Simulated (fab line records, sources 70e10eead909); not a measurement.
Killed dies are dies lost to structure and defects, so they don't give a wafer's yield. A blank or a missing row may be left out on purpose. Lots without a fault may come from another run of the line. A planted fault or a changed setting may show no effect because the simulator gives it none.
Which tool did it? | flow nand_harc | 12 lots, 36 wafers sampled, at 5 steps of a route of 1302

WHAT THE GAUGES READ, wafer by wafer
NHARC_A_ONON_D1_THK_MEAS_34: measures by ellipsometry. Usual: thk_nm 199.9 nm, standard deviation 2.8.
lot  | measured     | on            | thk_nm (nm)       | flag
L801 | day 9 00:43  | film_metro-02 | 193.3 200.8 199.0 |
L803 | day 9 15:22  | film_metro-02 | 201.0 200.3 202.2 |
L805 | day 10 03:48 | film_metro-01 | 198.7 201.2 202.9 |
L804 | day 10 03:53 | film_metro-02 | 198.2 204.4 202.5 |
L807 | day 11 04:38 | film_metro-01 | 203.3 196.4 198.7 |
L809 | day 11 22:10 | film_metro-02 | 200.4 202.5 199.7 |
L812 | day 13 04:27 | film_metro-02 | 199.8 198.5 199.3 |
L813 | day 14 11:20 | film_metro-02 | 200.0 203.5 203.6 |
L814 | day 14 11:28 | film_metro-01 | 201.0 198.0 201.5 |
L816 | day 15 03:30 | film_metro-02 | 203.4 201.9 201.4 |
L821 | day 17 03:42 | film_metro-01 | 201.4 196.7 202.5 |
L823 | day 17 20:38 | film_metro-02 | 196.9 204.3 200.0 |

NHARC_END_SORT_01. Usual: killed_at_array 55, standard deviation 12; killed_at_other 1.0, standard deviation 1.2; killed_at_periphery 3.9, standard deviation 2.6; killed_dies 60, standard deviation 12; killed_open 3.3, standard deviation 1.9; killed_short 2.5, standard deviation 1.8.
lot  | measured     | on        | killed_at_array | killed_at_other | killed_at_periphery | killed_dies | killed_open | killed_short | flag
L801 | day 25 00:14 | prober-01 | 66 70 72        | 0 1 0           | 2 3 2               | 68 74 74    | 2 2 1       | 1 3 2        |
L803 | day 25 10:31 | prober-02 | 68 75 71        | 3 4 2           | 4 3 3               | 75 82 76    | 3 1 2       | 2 1 2        |
L805 | day 26 01:29 | prober-02 | 46 37 42        | 0 0 1           | 2 4 6               | 48 41 49    | 5 6 5       | 2 3 4        |
L804 | day 25 16:46 | prober-01 | 81 83 85        | 2 1 2           | 4 4 3               | 87 88 90    | 2 8 2       | 2 2 3        |
L807 | day 27 07:25 | prober-01 | 47 62 57        | 1 1 1           | 5 1 5               | 53 64 63    | 3 0 1       | 0 0 3        |
L809 | day 28 06:38 | prober-02 | 57 51 54        | 2 4 1           | 8 14 4              | 67 69 59    | 9 7 6       | 5 3 2        |
L812 | day 29 02:24 | prober-01 | 48 38 41        | 1 0 0           | 1 5 1               | 50 43 42    | 3 6 4       | 5 1 1        |
L813 | day 30 20:06 | prober-02 | 673 675 674     | 1 0 2           | 2 2 1               | 676 677 677 | 4 5 2       | 3 1 1        | OFF
L814 | day 30 09:41 | prober-01 | 672 676 674     | 0 0 0           | 5 1 3               | 677 677 677 | 5 5 4       | 3 5 2        | OFF
L816 | day 30 09:40 | prober-02 | 677 672 670     | 0 0 0           | 0 5 7               | 677 677 677 | 1 0 4       | 1 2 0        | OFF
L821 | day 32 22:58 | prober-02 | 44 50 56        | 1 2 2           | 3 1 4               | 48 53 62    | 3 4 5       | 6 6 5        |
L823 | day 33 10:28 | prober-01 | 56 66 59        | 0 0 0           | 4 8 3               | 60 74 62    | 4 3 5       | 2 1 2        |

WHICH TOOL RAN EACH LOT (tool, then ch and the chambers of the sampled wafers, then the start)
lot  | NHARC_A_CHANNEL_HOLE_D1_DESCUM_15  | NHARC_A_CHANNEL_HOLE_D1_ETCH_39    | NHARC_A_CHANNEL_HOLE_D1_ETCH_23
L801 | rie_diel-07 ch 0,3, day 9 05:24    | rie_diel-07 ch 0,1, day 9 05:35    | har_etch-01 ch 0,1, day 9 08:08
L803 | rie_diel-07 ch 0,2,3, day 9 18:26  | rie_diel-07 ch 1,2,3, day 9 18:38  | har_etch-02 ch 0,1, day 9 21:10
L805 | rie_diel-07 ch 0,3, day 10 07:04   | rie_diel-07 ch 1,2,3, day 10 07:16 | har_etch-01 ch 0,1, day 10 14:08
L804 | rie_diel-07 ch 0,3, day 10 08:52   | rie_diel-07 ch 1,2, day 10 09:04   | har_etch-02 ch 0,1, day 10 16:02
L807 | rie_diel-11 ch 0,1,3, day 11 08:56 | rie_diel-11 ch 1,2, day 11 09:13   | har_etch-02 ch 1, day 11 11:59
L809 | rie_diel-07 ch 0,1, day 12 01:12   | rie_diel-07 ch 2, day 12 01:25     | har_etch-01 ch 0,1, day 12 04:28
L812 | rie_diel-10 ch 0,1,3, day 13 07:23 | rie_diel-10 ch 2,3, day 13 07:35   | har_etch-02 ch 0,1, day 13 12:10
L813 | rie_diel-07 ch 1,2,3, day 14 16:28 | rie_diel-07 ch 0,1,3, day 14 16:40 | har_etch-02 ch 0,1, day 14 19:17
L814 | rie_diel-07 ch 2,3, day 14 17:54   | rie_diel-07 ch 1,2, day 14 18:04   | har_etch-01 ch 0,1, day 14 20:37
L816 | rie_diel-07 ch 2,3, day 15 06:29   | rie_diel-07 ch 0,1,2, day 15 06:41 | har_etch-01 ch 0, day 15 09:31
L821 | rie_diel-10 ch 2,3, day 17 06:40   | rie_diel-10 ch 0,2,3, day 17 06:54 | har_etch-02 ch 0,1, day 17 11:26
L823 | rie_diel-11 ch 1,2,3, day 18 00:05 | rie_diel-11 ch 1,2, day 18 00:22   | har_etch-01 ch 0,1, day 18 03:02
- NHARC_A_CHANNEL_HOLE_D1_DESCUM_15: chemistry O2, time 3 s.
- NHARC_A_CHANNEL_HOLE_D1_ETCH_39: etches the open film in N2/H2, target depth 260 nm, time 325 s.
- NHARC_A_CHANNEL_HOLE_D1_ETCH_23: etches the open film in C4F8/O2/Ar, time 819 s, target depth 1600 nm.

WHAT THE TOOLS THEMSELVES READ (means of the sampled wafers that have a number; where no wafer has one, the mark that the record gives instead)
NHARC_A_CHANNEL_HOLE_D1_DESCUM_15. Usual: drypump_motor_current_A 5.6 A, standard deviation 0.54; oes_product_au 1.002 a.u., standard deviation 0.0095; rf_vpp_V 57.8 V, standard deviation 0.83; showerhead_plenum_p_Torr 1.92 Torr, standard deviation 0.085; throttle_valve_pct 11.310 %, standard deviation 0.0085.
lot  | tool        | drypump_motor_current_A (A) | oes_product_au (a.u.) | rf_vpp_V (V) | showerhead_plenum_p_Torr (Torr) | throttle_valve_pct (%) | flag
L801 | rie_diel-07 | 5.6                         | 0.991                 | 57.8         | 1.96                            | 11.306                 |
L803 | rie_diel-07 | 5.3                         | 1.010                 | 57.7         | 1.96                            | 11.310                 |
L805 | rie_diel-07 | 5.6                         | 1.003                 | 58.1         | 1.95                            | 11.310                 |
L804 | rie_diel-07 | 5.6                         | 1.004                 | 57.9         | 1.96                            | 11.311                 |
L807 | rie_diel-11 | 5.6                         | 1.000                 | 57.5         | 1.95                            | 11.306                 |
L809 | rie_diel-07 | 5.4                         | 1.009                 | 57.0         | 1.85                            | 11.315                 |
L812 | rie_diel-10 | 6.3                         | 1.003                 | 57.0         | 1.94                            | 11.310                 |
L813 | rie_diel-07 | 5.3                         | 1.008                 | 57.9         | 1.92                            | 11.311                 |
L814 | rie_diel-07 | 5.1                         | 1.012                 | 58.0         | 1.98                            | 11.297                 |
L816 | rie_diel-07 | 5.4                         | 1.007                 | 58.4         | 1.97                            | 11.317                 |
L821 | rie_diel-10 | 5.7                         | 1.003                 | 56.4         | 1.84                            | 11.304                 |
L823 | rie_diel-11 | 5.9                         | 1.005                 | 56.8         | 1.85                            | 11.316                 |

NHARC_A_CHANNEL_HOLE_D1_ETCH_39. Usual: drypump_motor_current_A 5.5 A, standard deviation 0.54; oes_product_au 1.002 a.u., standard deviation 0.0092; rf_vpp_V 430.4 V, standard deviation 2.8; showerhead_plenum_p_Torr 2.04 Torr, standard deviation 0.098; throttle_valve_pct 14.171 %, standard deviation 0.0085.
lot  | tool        | drypump_motor_current_A (A) | oes_product_au (a.u.) | rf_vpp_V (V) | showerhead_plenum_p_Torr (Torr) | throttle_valve_pct (%) | flag
L801 | rie_diel-07 | 5.4                         | 0.995                 | 428.7        | 1.96                            | 14.168                 |
L803 | rie_diel-07 | 5.3                         | 0.998                 | 430.9        | 2.05                            | 14.171                 |
L805 | rie_diel-07 | 5.3                         | 1.009                 | 431.2        | 2.05                            | 14.175                 |
L804 | rie_diel-07 | 5.0                         | 1.001                 | 430.5        | 2.05                            | 14.174                 |
L807 | rie_diel-11 | 5.6                         | 1.006                 | 429.6        | 2.04                            | 14.171                 |
L809 | rie_diel-07 | 4.8                         | 1.012                 | 433.2        | 2.12                            | 14.178                 |
L812 | rie_diel-10 | 5.7                         | 0.991                 | 429.0        | 1.98                            | 14.169                 |
L813 | rie_diel-07 | 5.5                         | 0.811                 | 429.8        | 2.03                            | 14.164                 | OFF
L814 | rie_diel-07 | 5.0                         | 0.815                 | 430.7        | 2.04                            | 14.178                 | OFF
L816 | rie_diel-07 | 5.2                         | 0.803                 | 430.5        | 2.03                            | 14.170                 | OFF
L821 | rie_diel-10 | 5.8                         | 1.002                 | 430.6        | 2.04                            | 14.173                 |
L823 | rie_diel-11 | 5.6                         | 1.013                 | 429.3        | 2.02                            | 14.169                 |

NHARC_A_CHANNEL_HOLE_D1_ETCH_23. Usual: drypump_motor_current_A 5.5 A, standard deviation 0.33; showerhead_plenum_p_Torr 3.66 Torr, standard deviation 0.081; throttle_valve_pct 32.154 %, standard deviation 0.0088.
lot  | tool        | drypump_motor_current_A (A) | showerhead_plenum_p_Torr (Torr) | throttle_valve_pct (%) | flag
L801 | har_etch-01 | 5.6                         | 3.72                            | 32.149                 |
L803 | har_etch-02 | 5.4                         | 3.65                            | 32.159                 |
L805 | har_etch-01 | 5.7                         | 3.71                            | 32.158                 |
L804 | har_etch-02 | 5.1                         | 3.58                            | 32.153                 |
L807 | har_etch-02 | 4.9                         | 3.52                            | 32.154                 |
L809 | har_etch-01 | 5.7                         | 3.70                            | 32.153                 |
L812 | har_etch-02 | 5.4                         | 3.62                            | 32.144                 |
L813 | har_etch-02 | 5.4                         | 3.61                            | 32.145                 |
L814 | har_etch-01 | 5.6                         | 3.68                            | 32.151                 |
L816 | har_etch-01 | 5.5                         | 3.68                            | 32.163                 |
L821 | har_etch-02 | 5.4                         | 3.75                            | 32.157                 |
L823 | har_etch-01 | 5.7                         | 3.65                            | 32.162                 |

THE ANSWER, worked out from the rows above alone
Rule: a lot is off if the mean of its wafers that have a number lies more than 3 standard deviations from the usual mean. A lot without any number at a reading at which 4 lots or more have one is off too. The other lots that the step has rows for count as sound. The gauges are gone through in route order, then the tools' own readings, and for those a lot's mean is taken as printed above. The first step at which some lot is off is used, and at that step the reading that is off furthest; a lot without a number counts as furthest.
Off: L813, L814, L816, at NHARC_END_SORT_01 (killed_at_array).
A tool fits if, at a process step before that reading, it ran every lot that is off, and no sound lot after the first of them. The gauges at NHARC_END_SORT_01 aren't tried: what is off there is off at NHARC_A_CHANNEL_HOLE_D1_ETCH_39 too, on other tools, and a gauge's error can't cause that. One fits: rie_diel-07 at NHARC_A_CHANNEL_HOLE_D1_DESCUM_15 and NHARC_A_CHANNEL_HOLE_D1_ETCH_39. At NHARC_A_CHANNEL_HOLE_D1_DESCUM_15 its last sound lot is L809 (day 12 01:12), its first lot that is off L813 (day 14 16:28): a fault that began between those two fits.

WHAT THE SIMULATOR HAD PUT IN
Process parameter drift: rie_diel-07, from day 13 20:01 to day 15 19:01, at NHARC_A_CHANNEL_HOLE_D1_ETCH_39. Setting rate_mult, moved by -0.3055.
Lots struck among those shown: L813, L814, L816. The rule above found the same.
